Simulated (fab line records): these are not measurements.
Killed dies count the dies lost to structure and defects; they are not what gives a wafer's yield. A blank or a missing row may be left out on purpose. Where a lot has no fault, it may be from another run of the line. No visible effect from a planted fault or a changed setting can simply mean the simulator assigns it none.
One fault seen from 2 desks ; flow n5 finfet ; numbers are kept per desk, each desk with only its own; the story behind them comes last

METROLOGY DESK
What the gauges read, lot by lot, whatever tool the lot ran on: means of the sampled wafers that have a number. The brackets show how far a lot's mean lies from the usual mean; more than 4 standard deviations puts the lot out of limits, marked OUT. Of its 11 readings 7 are shown: those that lie furthest out on some lot.
Columns: A = trench depth nm at N5_BEOL_M3_OCD_MEAS_38, usual 55.4 nm; B = DIBL_N at N5_BEOL_M4_RC_MEAS_101, usual 37.7 mV/V; C = DIBL_P at N5_BEOL_M4_RC_MEAS_101, usual 37.7 mV/V; D = IOFF_P at N5_BEOL_M4_RC_MEAS_101, usual 0.23 nA/um; E = SS_N at N5_BEOL_M4_RC_MEAS_101, usual 71.9 mV/dec; F = VT_N at N5_BEOL_M4_RC_MEAS_101, usual 248 mV; G = VT_P at N5_BEOL_M4_RC_MEAS_101, usual -249 mV
lot;first seen here;A;B;C;D;E;F;G
L470;day 10 06:58;55.3;38.0;36.2;0.22;71.9;245;-249
L472;day 10 07:22;55.4;37.7;37.1;0.21;71.3;248;-252
L476;day 10 15:05;56.8;39.4;39.4;0.24;72.4;248;-249
L477;day 11 02:56;55.8;37.6;38.1;0.23;72.7;250;-252
L486;day 13 16:16;54.8;37.5;37.0;0.24;71.9;250;-249
L487;day 13 20:42;54.9;38.2;36.9;0.22;71.5;247;-250
L489;day 14 11:07;55.2;35.8;37.1;0.18;71.6;251;-254
L490;day 14 14:41;55.5;36.8;36.2;0.20;71.9;249;-249
L492;day 15 11:28;55.2;35.6;35.2;0.23;71.5;249;-247
This desk's verdict: no lot among the 9 shows anything out of limits.

DESK OF THE TOOL OWNER: rie diel-06
The tool's own readings at N5_BEOL_M3_ETCH_70 (etches SOC in N2/H2, target depth 80 nm, overetch 16 nm, time 120 s): means of the sampled wafers that have a number, for each lot that ran on this tool. The brackets show how far a lot's mean lies from the usual mean; more than 4 standard deviations puts the lot out of limits, marked OUT.
Columns: A = drypump motor current A at N5_BEOL_M3_ETCH_70, usual 5.7 A; B = oes product au at N5_BEOL_M3_ETCH_70, usual 0.61 a.u.; C = rf vpp V at N5_BEOL_M3_ETCH_70, usual 523.4 V; D = run length s at N5_BEOL_M3_ETCH_70, usual 143.2 s; E = showerhead plenum p Torr at N5_BEOL_M3_ETCH_70, usual 2.52 Torr; F = throttle valve pct at N5_BEOL_M3_ETCH_70, usual 17.72 %
lot;first seen here;A;B;C;D;E;F
L470;day 10 06:37;5.6;0.64;524.1;143.9;2.51;18.05
L476;day 10 14:44;5.6;0.72;523.5;143.2;2.56;17.52
L477;day 11 02:35;5.6;0.66;525.3;143.1;2.61;17.59
L486;day 13 15:55;5.7;0.54;522.3;153.7 (+21) OUT;2.47;17.87
L489;day 14 10:46;5.6;0.58;524.8;153.2 (+20) OUT;2.58;17.89
This desk's finding: out of limits on L486, L489; first on L486, day 13 15:55 (run length s at N5_BEOL_M3_ETCH_70). In limits: L470, L476, L477.

PUT TOGETHER
At day 13 15:55, on L486, L489, the tool owner's desk was in a position to raise an alarm.
From the metrology desk's view, nothing was out of limits.
The metrology desk has L486, L489 on record, within its limits.
On rie diel-06, each named lot ran N5_BEOL_M3_ETCH_70.

WHAT THE SIMULATOR HAD INSERTED
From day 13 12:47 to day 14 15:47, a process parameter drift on rie diel-06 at N5_BEOL_M3_ETCH_70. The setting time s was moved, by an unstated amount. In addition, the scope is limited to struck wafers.
Shown lots that were struck: L486, L489.
Hours from the fault's start to each desk's first reading out of limits: the tool owner's desk, 3.
